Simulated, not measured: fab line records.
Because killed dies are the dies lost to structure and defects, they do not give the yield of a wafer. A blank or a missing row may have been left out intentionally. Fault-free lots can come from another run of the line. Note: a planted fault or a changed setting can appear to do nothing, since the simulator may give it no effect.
Which tool is to blame? | flow nand harc | 72 wafers from 24 lots sampled at 6 of the route's 1302 steps

## WHAT THE GAUGES READ, wafer by wafer
NHARC_P_M0_INSPECT_11. Usual: raw defect count at 4.5, with a standard deviation of 2.5.
lot  | measured     | on                | raw defect count | flag
L074 | day 6 04:19  | defect inspect-01 | 9 10 7           |
L075 | day 6 04:29  | defect inspect-02 | 2 3 4            |
L076 | day 6 16:44  | defect inspect-02 | 5 6 2            |
L077 | day 7 05:49  | defect inspect-02 | 6 4 12           |
L078 | day 7 15:36  | defect inspect-02 | 4 3 6            |
L079 | day 8 01:38  | defect inspect-02 | 6 1 4            |
L080 | day 8 14:34  | defect inspect-01 | 2 1 2            |
L081 | day 8 20:28  | defect inspect-01 | 3 3 5            |
L082 | day 9 12:29  | defect inspect-02 | 3 3 2            |
L083 | day 9 17:43  | defect inspect-01 | 5 4 4            |
L084 | day 10 10:26 | defect inspect-01 | 1 4 1            |
L085 | day 10 12:30 | defect inspect-01 | 4 3 3            |
L086 | day 10 23:53 | defect inspect-02 | 11 7 7           |
L087 | day 11 10:58 | defect inspect-02 | 6 8 6            |
L088 | day 12 05:19 | defect inspect-02 | 6 1 4            |
L089 | day 12 05:52 | defect inspect-01 | 4 2 4            |
L090 | day 12 23:00 | defect inspect-01 | 6 5 6            |
L091 | day 13 08:10 | defect inspect-02 | 2 6 0            |
L092 | day 13 08:34 | defect inspect-02 | 4 4 8            |
L093 | day 13 21:58 | defect inspect-02 | 5 2 3            |
L094 | day 14 10:38 | defect inspect-02 | 10 6 3           |
L095 | day 14 18:03 | defect inspect-01 | 3 5 1            |
L096 | day 15 21:55 | defect inspect-02 | 7 5 7            |
L097 | day 15 23:05 | defect inspect-02 | 2 4 3            |

## WHAT TOOL EACH LOT RAN ON (gives the tool, then ch and the chambers of the sampled wafers, and finally the start)
lot  | NHARC_P_GATE_STRIP_76                | NHARC_P_GATE_DESCUM_93             | NHARC_P_GATE_RTA_64              | NHARC_P_CONTACT_CMP_01        | NHARC_P_CONTACT_ETCH_35
L074 | plasma asher-01 ch 0,1, day 5 18:25  | rie diel-09 ch 0,1,2, day 5 19:30  | rtp anneal-01 ch 0, day 5 21:10  | cmp-02 ch 2,3, day 5 23:13    | rie diel-12 ch 1,2,3, day 6 00:18
L075 | plasma asher-02 ch 0, day 5 18:37    | rie diel-01 ch 0,1,2, day 5 19:42  | rtp anneal-01 ch 0, day 5 21:22  | cmp-03 ch 0,2,3, day 5 23:22  | rie diel-02 ch 0,1, day 6 00:28
L076 | plasma asher-02 ch 0,1, day 6 06:50  | rie diel-01 ch 1,2, day 6 07:55    | rtp anneal-01 ch 0, day 6 09:36  | cmp-03 ch 0,2,3, day 6 11:36  | rie diel-02 ch 0,3, day 6 12:40
L077 | plasma asher-01 ch 0,1, day 6 20:03  | rie diel-01 ch 0,2,3, day 6 21:08  | rtp anneal-02 ch 0, day 6 22:49  | cmp-02 ch 1,3, day 7 00:52    | rie diel-06 ch 1,3, day 7 01:49
L078 | plasma asher-01 ch 0,1, day 7 05:33  | rie diel-01 ch 0,3, day 7 06:38    | rtp anneal-01 ch 0, day 7 08:26  | cmp-02 ch 0,2, day 7 10:28    | rie diel-06 ch 1,2, day 7 11:34
L079 | plasma asher-02 ch 0,1, day 7 15:18  | rie diel-03 ch 0,1, day 7 16:23    | rtp anneal-02 ch 0, day 7 18:04  | cmp-04 ch 1,2,3, day 7 20:07  | rie diel-02 ch 0,2,3, day 7 21:05
L080 | plasma asher-02 ch 0,1, day 8 03:40  | rie diel-09 ch 0,1, day 8 04:44    | rtp anneal-02 ch 0, day 8 06:58  | cmp-04 ch 2,3, day 8 09:26    | rie diel-06 ch 0,1,3, day 8 10:33
L081 | plasma asher-02 ch 0,1, day 8 10:19  | rie diel-03 ch 1,2,3, day 8 11:23  | rtp anneal-01 ch 0, day 8 13:02  | cmp-03 ch 0,1,2, day 8 15:05  | rie diel-02 ch 1,2,3, day 8 16:11
L082 | plasma asher-01 ch 0,1, day 8 22:46  | rie diel-09 ch 1,2, day 8 23:49    | rtp anneal-01 ch 0, day 9 01:32  | cmp-03 ch 0,2,3, day 9 03:35  | rie diel-12 ch 0,2,3, day 9 08:25
L083 | plasma asher-02 ch 0,1, day 9 08:02  | rie diel-03 ch 0,1, day 9 08:59    | rtp anneal-01 ch 0, day 9 10:39  | cmp-03 ch 1,2,3, day 9 12:44  | rie diel-12 ch 1,2,3, day 9 13:47
L084 | plasma asher-02 ch 1, day 10 00:19   | rie diel-03 ch 0,2,3, day 10 01:22 | rtp anneal-01 ch 0, day 10 03:03 | cmp-03 ch 0,1,3, day 10 05:05 | rie diel-12 ch 0,2,3, day 10 06:03
L085 | plasma asher-01 ch 0,1, day 10 02:50 | rie diel-01 ch 2,3, day 10 03:46   | rtp anneal-01 ch 0, day 10 05:30 | cmp-04 ch 0,2,3, day 10 07:32 | rie diel-06 ch 0,1, day 10 08:28
L086 | plasma asher-01 ch 0,1, day 10 11:11 | rie diel-01 ch 0,2,3, day 10 12:14 | rtp anneal-01 ch 0, day 10 16:34 | cmp-04 ch 0,1, day 10 18:41   | rie diel-12 ch 1,3, day 10 19:47
L087 | plasma asher-02 ch 0,1, day 11 01:12 | rie diel-01 ch 0,3, day 11 02:17   | rtp anneal-02 ch 0, day 11 03:58 | cmp-04 ch 2,3, day 11 06:00   | rie diel-06 ch 0,1,2, day 11 07:05
L088 | plasma asher-01 ch 0, day 11 19:31   | rie diel-03 ch 0,2, day 11 20:28   | rtp anneal-02 ch 0, day 11 22:08 | cmp-04 ch 2,3, day 12 00:10   | rie diel-12 ch 0,1,3, day 12 01:17
L089 | plasma asher-01 ch 0,1, day 11 19:53 | rie diel-01 ch 1,2, day 11 20:58   | rtp anneal-01 ch 0, day 11 22:37 | cmp-03 ch 0,2,3, day 12 00:41 | rie diel-02 ch 0,3, day 12 01:46
L090 | plasma asher-01 ch 0,1, day 12 13:01 | rie diel-03 ch 1,2,3, day 12 13:56 | rtp anneal-01 ch 0, day 12 15:38 | cmp-04 ch 1,3, day 12 17:37   | rie diel-12 ch 1,2, day 12 18:44
L091 | plasma asher-01 ch 0,1, day 12 22:19 | rie diel-09 ch 1,2, day 12 23:26   | rtp anneal-02 ch 0, day 13 01:07 | cmp-04 ch 0,2,3, day 13 03:11 | rie diel-06 ch 0,1,3, day 13 04:07
L092 | plasma asher-02 ch 0,1, day 12 22:38 | rie diel-01 ch 1,2,3, day 12 23:44 | rtp anneal-02 ch 0, day 13 01:21 | cmp-02 ch 0,1, day 13 03:27   | rie diel-02 ch 2,3, day 13 04:34
L093 | plasma asher-02 ch 0,1, day 13 12:25 | rie diel-01 ch 1,3, day 13 13:22   | rtp anneal-02 ch 0, day 13 15:04 | cmp-02 ch 0,3, day 13 17:07   | rie diel-12 ch 1,2,3, day 13 18:04
L094 | plasma asher-02 ch 0,1, day 14 00:35 | rie diel-09 ch 1,2,3, day 14 01:43 | rtp anneal-01 ch 0, day 14 03:25 | cmp-04 ch 0,1,2, day 14 05:30 | rie diel-06 ch 0,1,3, day 14 06:37
L095 | plasma asher-02 ch 0, day 14 08:06   | rie diel-03 ch 1,2, day 14 09:03   | rtp anneal-02 ch 0, day 14 10:43 | cmp-04 ch 0,1, day 14 12:45   | rie diel-02 ch 1,2, day 14 13:51
L096 | plasma asher-02 ch 0,1, day 14 22:14 | rie diel-09 ch 0,1,3, day 14 23:17 | rtp anneal-01 ch 0, day 15 00:59 | cmp-04 ch 0,1,2, day 15 03:11 | rie diel-06 ch 0,3, day 15 04:43
L097 | plasma asher-02 ch 0,1, day 15 02:56 | rie diel-01 ch 1,2,3, day 15 03:52 | rtp anneal-01 ch 0, day 15 05:37 | cmp-04 ch 1,2, day 15 07:38   | rie diel-12 ch 0,2, day 15 08:44
- NHARC_P_GATE_STRIP_76: strips in O2.
- NHARC_P_GATE_DESCUM_93: chemistry O2, time 3 s.
- NHARC_P_GATE_RTA_64: time 1 s.
- NHARC_P_CONTACT_CMP_01: polishes SiO2, target thk 200 nm.
- NHARC_P_CONTACT_ETCH_35: etches the open film in CF4, target depth 39 nm, time 65 s.

## WHAT THE TOOLS THEMSELVES READ (means of the sampled wafers that have a number; where no wafer has one, the mark that the record gives instead)
NHARC_P_GATE_STRIP_76. Usual: drypump motor current A 5.7 A, standard deviation 0.34; heater power w 351 W, standard deviation 35.
lot  | tool            | drypump motor current A (A) | heater power w (W) | flag
L074 | plasma asher-01 | 6.0                         | 380                |
L075 | plasma asher-02 | 5.5                         | 341                |
L076 | plasma asher-02 | 5.4                         | 341                |
L077 | plasma asher-01 | 6.0                         | 387                |
L078 | plasma asher-01 | 6.0                         | 380                |
L079 | plasma asher-02 | 5.4                         | 327                |
L080 | plasma asher-02 | 5.4                         | 338                |
L081 | plasma asher-02 | 5.4                         | 326                |
L082 | plasma asher-01 | 6.0                         | 393                |
L083 | plasma asher-02 | 5.3                         | 332                |
L084 | plasma asher-02 | 5.3                         | 321                |
L085 | plasma asher-01 | 6.1                         | 370                |
L086 | plasma asher-01 | 6.1                         | 368                |
L087 | plasma asher-02 | 5.4                         | 337                |
L088 | plasma asher-01 | 6.2                         | 344                |
L089 | plasma asher-01 | 6.1                         | 369                |
L090 | plasma asher-01 | 6.0                         | 394                |
L091 | plasma asher-01 | 6.1                         | 364                |
L092 | plasma asher-02 | 5.4                         | 339                |
L093 | plasma asher-02 | 5.4                         | 326                |
L094 | plasma asher-02 | 5.4                         | 321                |
L095 | plasma asher-02 | 5.5                         | 342                |
L096 | plasma asher-02 | 5.4                         | 328                |
L097 | plasma asher-02 | 5.4                         | 329                |

NHARC_P_GATE_DESCUM_93. Usual: drypump motor current A 5.9 A, standard deviation 0.52; oes product au 1.003 a.u., standard deviation 0.01; rf vpp V 57.7 V, standard deviation 0.92; showerhead plenum p Torr 1.90 Torr, standard deviation 0.068; throttle valve pct 11.312 %, standard deviation 0.0084.
lot  | tool        | drypump motor current A (A) | oes product au (a.u.) | rf vpp V (V) | showerhead plenum p Torr (Torr) | throttle valve pct (%) | flag
L074 | rie diel-09 | 5.8                         | 0.996                 | 58.1         | 1.95                            | 11.322                 |
L075 | rie diel-01 | 6.0                         | 0.993                 | 57.3         | 1.88                            | 11.311                 |
L076 | rie diel-01 | 5.6                         | 1.008                 | 57.7         | 1.85                            | 11.313                 |
L077 | rie diel-01 | 6.3                         | 1.005                 | 57.7         | 1.91                            | 11.308                 |
L078 | rie diel-01 | 6.6                         | 1.004                 | 57.0         | 1.89                            | 11.309                 |
L079 | rie diel-03 | 5.8                         | 1.011                 | 57.6         | 1.88                            | 11.314                 |
L080 | rie diel-09 | 5.5                         | 1.003                 | 57.7         | 1.94                            | 11.314                 |
L081 | rie diel-03 | 5.5                         | 1.021                 | 57.4         | 1.87                            | 11.307                 |
L082 | rie diel-09 | 5.2                         | 1.001                 | 57.9         | 2.01                            | 11.313                 |
L083 | rie diel-03 | 5.7                         | 0.998                 | 58.2         | 1.88                            | 11.324                 |
L084 | rie diel-03 | 5.6                         | 1.010                 | 57.7         | 1.86                            | 11.307                 |
L085 | rie diel-01 | 6.1                         | 0.997                 | 58.1         | 1.92                            | 11.301                 |
L086 | rie diel-01 | 6.4                         | 1.005                 | 56.9         | 1.91                            | 11.308                 |
L087 | rie diel-01 | 6.6                         | 0.998                 | 57.1         | 1.90                            | 11.309                 |
L088 | rie diel-03 | 5.7                         | 1.002                 | 57.2         | 1.84                            | 11.311                 |
L089 | rie diel-01 | 5.6                         | 1.000                 | 58.2         | 1.84                            | 11.310                 |
L090 | rie diel-03 | 5.5                         | 1.012                 | 57.0         | 1.87                            | 11.322                 |
L091 | rie diel-09 | 5.5                         | 0.995                 | 58.8         | 2.02                            | 11.319                 |
L092 | rie diel-01 | 5.9                         | 0.997                 | 58.3         | 1.87                            | 11.310                 |
L093 | rie diel-01 | 6.1                         | 0.997                 | 57.2         | 1.85                            | 11.311                 |
L094 | rie diel-09 | 5.6                         | 1.008                 | 57.6         | 1.96                            | 11.316                 |
L095 | rie diel-03 | 5.4                         | 1.000                 | 58.2         | 1.85                            | 11.314                 |
L096 | rie diel-09 | 5.8                         | 0.997                 | 56.7         | 1.88                            | 11.312                 |
L097 | rie diel-01 | 5.9                         | 1.007                 | 57.4         | 1.87                            | 11.316                 |

NHARC_P_GATE_RTA_64. Usual: lamp power pct 36 %, standard deviation 3.5; lamp_zone_6_pct 36 %, standard deviation 3.5; wafer_temp_C_max 1055.0, standard deviation 1.4.
lot  | tool          | lamp power pct (%) | lamp_zone_6_pct (%) | wafer_temp_C_max | flag
L074 | rtp anneal-01 | 33                 | 33                  | 1052.9           |
L075 | rtp anneal-01 | 33                 | 33                  | 1054.0           |
L076 | rtp anneal-01 | 33                 | 33                  | 1055.0           |
L077 | rtp anneal-02 | 40                 | 40                  | 1056.2           |
L078 | rtp anneal-01 | 33                 | 33                  | 1053.8           |
L079 | rtp anneal-02 | 40                 | 40                  | 1056.1           |
L080 | rtp anneal-02 | 40                 | 40                  | 1056.1           |
L081 | rtp anneal-01 | 33                 | 33                  | 1054.7           |
L082 | rtp anneal-01 | 33                 | 33                  | 1054.6           |
L083 | rtp anneal-01 | 33                 | 33                  | 1053.9           |
L084 | rtp anneal-01 | 33                 | 33                  | 1053.4           |
L085 | rtp anneal-01 | 33                 | 33                  | 1054.1           |
L086 | rtp anneal-01 | 33                 | 33                  | 1053.5           |
L087 | rtp anneal-02 | 40                 | 40                  | 1055.1           |
L088 | rtp anneal-02 | 40                 | 40                  | 1055.6           |
L089 | rtp anneal-01 | 33                 | 33                  | 1053.8           |
L090 | rtp anneal-01 | 33                 | 33                  | 1054.5           |
L091 | rtp anneal-02 | 40                 | 40                  | 1056.5           |
L092 | rtp anneal-02 | 40                 | 40                  | 1056.9           |
L093 | rtp anneal-02 | 40                 | 40                  | 1055.6           |
L094 | rtp anneal-01 | 33                 | 33                  | 1054.0           |
L095 | rtp anneal-02 | 40                 | 40                  | 1055.4           |
L096 | rtp anneal-01 | 33                 | 33                  | 1053.9           |
L097 | rtp anneal-01 | 33                 | 33                  | 1053.9           |

NHARC_P_CONTACT_CMP_01. Usual: motor current A at 11.6 A, with a standard deviation of 1.5.
lot  | tool   | motor current A (A) | flag
L074 | cmp-02 | 13.8                |
L075 | cmp-03 | 12.1                |
L076 | cmp-03 | 12.1                |
L077 | cmp-02 | 11.3                |
L078 | cmp-02 | 11.8                |
L079 | cmp-04 | 11.8                |
L080 | cmp-04 | 10.8                |
L081 | cmp-03 | 12.2                |
L082 | cmp-03 | 12.0                |
L083 | cmp-03 | 10.8                |
L084 | cmp-03 | 11.5                |
L085 | cmp-04 | 11.4                |
L086 | cmp-04 | 10.9                |
L087 | cmp-04 | 12.4                |
L088 | cmp-04 | 12.7                |
L089 | cmp-03 | 12.3                |
L090 | cmp-04 | 13.2                |
L091 | cmp-04 | 11.7                |
L092 | cmp-02 | 10.2                |
L093 | cmp-02 | 12.8                |
L094 | cmp-04 | 10.7                |
L095 | cmp-04 | 11.2                |
L096 | cmp-04 | 10.3                |
L097 | cmp-04 | 10.6                |

NHARC_P_CONTACT_ETCH_35. Usual: drypump motor current A 5.6 A, standard deviation 0.43; oes product au 1.003 a.u., standard deviation 0.012; rf vpp V 151.6 V, standard deviation 1.1; showerhead plenum p Torr 1.78 Torr, standard deviation 0.055; throttle valve pct 13.283 %, standard deviation 0.0088.
lot  | tool        | drypump motor current A (A) | oes product au (a.u.) | rf vpp V (V) | showerhead plenum p Torr (Torr) | throttle valve pct (%) | flag
L074 | rie diel-12 | 5.8                         | 0.993                 | 151.8        | 1.75                            | 13.292                 |
L075 | rie diel-02 | 5.6                         | 0.991                 | 152.5        | 1.80                            | 13.282                 |
L076 | rie diel-02 | 5.4                         | 1.010                 | 151.3        | 1.75                            | 13.275                 |
L077 | rie diel-06 | 5.3                         | 1.013                 | 149.9        | 1.75                            | 13.274                 |
L078 | rie diel-06 | 5.6                         | 1.015                 | 151.0        | 1.73                            | 13.288                 |
L079 | rie diel-02 | 5.5                         | 1.001                 | 151.7        | 1.80                            | 13.285                 |
L080 | rie diel-06 | 5.4                         | 1.009                 | 151.3        | 1.77                            | 13.282                 |
L081 | rie diel-02 | 5.8                         | 0.996                 | 152.4        | 1.84                            | 13.283                 |
L082 | rie diel-12 | 6.0                         | 0.998                 | 151.7        | 1.76                            | 13.283                 |
L083 | rie diel-12 | 5.8                         | 1.004                 | 151.0        | 1.75                            | 13.279                 |
L084 | rie diel-12 | 6.0                         | 1.002                 | 150.9        | 1.76                            | 13.280                 |
L085 | rie diel-06 | 5.5                         | 1.007                 | 151.2        | 1.74                            | 13.285                 |
L086 | rie diel-12 | 5.8                         | 1.001                 | 150.6        | 1.73                            | 13.279                 |
L087 | rie diel-06 | 5.6                         | 1.004                 | 151.3        | 1.77                            | 13.284                 |
L088 | rie diel-12 | 5.6                         | 0.997                 | 151.5        | 1.77                            | 13.291                 |
L089 | rie diel-02 | 5.8                         | 1.000                 | 151.2        | 1.78                            | 13.280                 |
L090 | rie diel-12 | 5.3                         | 1.011                 | 151.0        | 1.78                            | 13.283                 |
L091 | rie diel-06 | 5.4                         | 1.002                 | 151.4        | 1.77                            | 13.287                 |
L092 | rie diel-02 | 5.9                         | 1.014                 | 152.3        | 1.83                            | 13.274                 |
L093 | rie diel-12 | 5.8                         | 1.009                 | 152.0        | 1.75                            | 13.283                 |
L094 | rie diel-06 | 5.4                         | 1.000                 | 151.5        | 1.77                            | 13.288                 |
L095 | rie diel-02 | 5.7                         | 1.006                 | 153.1        | 1.85                            | 13.276                 |
L096 | rie diel-06 | 5.4                         | 0.985                 | 152.1        | 1.79                            | 13.285                 |
L097 | rie diel-12 | 5.9                         | 1.006                 | 152.5        | 1.80                            | 13.291                 |

## THE ANSWER, worked out from the rows above alone
Rule: lot off if the mean of its wafers having a number is beyond 3 standard deviations from the usual mean. A lot without any number at a reading at which 4 lots or more have one is off too. Where the step has rows for the other lots, those lots are counted as sound. Order of review: gauges by route order, followed by the tools' own readings, for which a lot's mean as printed above is used. At the first step where some lot is off, the reading lying furthest off is the one used; lots without a number count as furthest.
Nothing can be told from this: no lot is off at any reading shown.

## WHAT THE SIMULATOR PUT IN
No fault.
